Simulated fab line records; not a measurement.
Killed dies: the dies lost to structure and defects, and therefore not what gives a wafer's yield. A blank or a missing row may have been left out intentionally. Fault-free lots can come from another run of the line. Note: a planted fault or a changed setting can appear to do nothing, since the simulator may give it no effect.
Chamber matching + flow n5-finfet + N5_HKMG_FIN_ETCH_86 on rie-diel-01 has 4 sister chambers
The step etches SOC in N2/H2, stops on TiN, target depth 393.2 nm. 4 wafers are shown with their chamber, then 8 later ones without.

## WAFERS PAIRED WITH THEIR CHAMBERS
| wafer  | chamber | showerhead-plenum-p-Torr (Torr) |
|--------|---------|---------------------------------|
| L081.6 | 0       | 2.64                            |
| L084.5 | 1       | 2.41                            |
| L084.6 | 2       | 2.42                            |
| L090.1 | 3       | 2.48                            |

## WAFERS MISSING THEIR CHAMBER
| wafer  | showerhead-plenum-p-Torr (Torr) |
|--------|---------------------------------|
| L090.2 | 2.41                            |
| L090.4 | 2.40                            |
| L096.2 | 2.47                            |
| L096.3 | 2.40                            |
| L096.5 | 2.47                            |
| L097.2 | 2.62                            |
| L097.4 | 2.40                            |
| L097.6 | 2.47                            |

## CHAMBER TAKEN BY EACH
| wafer  | from the rows above     | in truth |
|--------|-------------------------|----------|
| L090.2 | can't be placed: 1 or 2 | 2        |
| L090.4 | can't be placed: 1 or 2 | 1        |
| L096.2 | 3                       | 3        |
| L096.3 | can't be placed: 1 or 2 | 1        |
| L096.5 | 3                       | 3        |
| L097.2 | 0                       | 0        |
| L097.4 | can't be placed: 1 or 2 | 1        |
| L097.6 | 3                       | 3        |
Placed correctly: 4 of 8. From these rows, 4 cannot be placed; in 4 the true chamber is one of the candidates. 0 placed wrongly.
How it was worked out, from the rows above alone: a wafer's distance from a chamber is the root of the sum, over the readings, of the square of ((its reading less the chamber's mean) divided by the reading's scatter). If the next closest chamber is less than 2 further off than the closest, the wafer can't be placed; otherwise it belongs to the closest. The mean given for a chamber averages the wafers shown for that chamber. The scatter (one wafer shown for each chamber): square how far every hidden wafer sits from the nearest shown wafer, average those squares and take the square root.
